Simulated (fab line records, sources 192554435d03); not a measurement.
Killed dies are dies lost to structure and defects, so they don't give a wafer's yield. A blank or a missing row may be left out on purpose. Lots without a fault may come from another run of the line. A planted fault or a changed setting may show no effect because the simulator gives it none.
Split-lot experiment | flow n5_finfet | 7 lots, 21 wafers read, on a route of 1938 steps

THE SPLIT
At N5_BEOL_M15_ILD_DEP_00 (deposits SiO2 from TEOS/O2, target thk 1629.3 nm, time 346.1 s), the setting time_s was moved away from the recipe's 346.1 s on 8 of the 21 wafers read, by -14.3% to +12.3%. The other wafers ran this setting at the recipe's value.

The file shows no step between the split and the reading.

THE READING
M15_ILD_THK, in nm, at N5_BEOL_M15_THK_MEAS_01. Fault-free wafers of this fab line usually give 1641 nm, standard deviation 30 nm.

wafer  | tool, chamber at the split | time_s as run, s | against the recipe | M15_ILD_THK, nm | against lot-mates on the recipe
L077.2 | pecvd-02, 2                | 346.1            | recipe             | 1635            | -
L077.5 | pecvd-02, 2                | 346.1            | recipe             | 1665            | -
L077.6 | pecvd-02, 0                | 367.7            | +6.2%              | 1744            | +94
L080.2 | pecvd-01, 1,0              | 346.1            | recipe             | 1621            | -
L080.3 | pecvd-01, 1,0              | 346.1            | recipe             | 1620            | -
L080.5 | pecvd-01, 2                | 346.1            | recipe             | 1666            | -
L083.1 | pecvd-01, 1                | 388.7            | +12.3%             | 1821            | +192
L083.2 | pecvd-01, 0                | 346.1            | recipe             | 1613            | -
L083.6 | pecvd-01, 0                | 346.1            | recipe             | 1646            | -
L088.3 | pecvd-01, 2                | 370.6            | +7.1%              | 1738            | +130
L088.4 | pecvd-01, 0                | 370.6            | +7.1%              | 1755            | +147
L088.5 | pecvd-01, 1                | 346.1            | recipe             | 1608            | -
L087.2 | pecvd-01, 1                | 346.1            | recipe             | 1615            | -
L087.3 | pecvd-01, 0                | 296.6            | -14.3%             | 1405            | -210
L087.6 | pecvd-01, 2                | 296.6            | -14.3%             | 1423            | -192
L093.2 | pecvd-02, 0                | 346.1            | recipe             | 1625            | -
L093.4 | pecvd-02, 2                | 362              | +4.6%              | 1756            | +131
L093.6 | pecvd-02, 1                | 362              | +4.6%              | 1766            | +141
L095.2 | pecvd-03, 2                | 346.1            | recipe             | 1591            | -
L095.4 | pecvd-03, 2                | 346.1            | recipe             | 1615            | -
L095.5 | pecvd-03, 0                | 346.1            | recipe             | 1641            | -
Where a row lists several chambers, the file gives one row for several wafers and doesn't say which wafer went through which chamber.

THE FIT
A straight line over all 21 wafers: M15_ILD_THK changes by +16.2 nm for each +1% of time_s; r = +0.97; the points scatter about the line by 26 nm.
The same after taking each lot's own level away (the mean of its wafers on the recipe; 21 wafers): +15.9 nm for each +1%; r = +0.97; scatter 26 nm.
On that fit, the largest move of time_s shifts the reading by 2.3e+02 nm.
The lots' own levels span 1608.0 to 1650.0 nm, that is 1.4 times the standard deviation above.
So the lot-to-lot level changes the slope little: the two slopes agree.
Check: with one of the wafers moved furthest among these (-14.3%) left out of the fit, the line predicts -220 nm for it against its lot-mates. It came out at -210 nm against them.

OTHER SPLITS ON THESE WAFERS
These wafers also went through other splits before the reading. Each is held against what the fit with the lots' levels taken away leaves over:
other split on the same wafers    | wafers away from the commonest value | r with M15_ILD_THK (lot level and that fit taken away)
N5_BEOL_M12_ETCH_38 time_s        | 7                                    | +0.23
N5_BEOL_M13_TRENCH_ETCH_34 time_s | 6                                    | -0.11
N5_BEOL_M14_SPUTTER_43 power_w    | 7                                    | +0.03

THE WHOLE CHAIN: every reading that the file lists as answering this split, in the file's order
step                    | what it does                                                   | reading                                                                             | change (the file's fit)              | r (the file's)
N5_BEOL_M15_ILD_DEP_00  | deposits SiO2 from TEOS/O2, target thk 1629.3 nm, time 346.1 s | SiO2_of_BEOL_M15_ILD_DEP_00.thk_nm (the simulator's own value, which no gauge read) | +15.9 nm for each +1% of the setting | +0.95
N5_BEOL_M15_THK_MEAS_01 |                                                                | M15_ILD_THK                                                                         | +15.9 for each +1% of the setting    | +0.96
N5_BEOL_M15_VIA_ETCH_16 | etches SiO2 in C4F8/O2/Ar, target depth 1792.2 nm              | etch.depth_nm (the simulator's own value, which no gauge read)                      | +15.9 nm for each +1% of the setting | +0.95
N5_BEOL_M15_VIA_ETCH_16 | etches SiO2 in C4F8/O2/Ar, target depth 1792.2 nm              | coat_of_BEOL_M15_COAT_04.thk_nm (the simulator's own value, which no gauge read)    | -3.8 nm for each +1% of the setting  | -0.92

THE FILE'S OWN FIT
M15_ILD_THK changes by +15.9 nm for each +1% of time_s, r = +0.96.
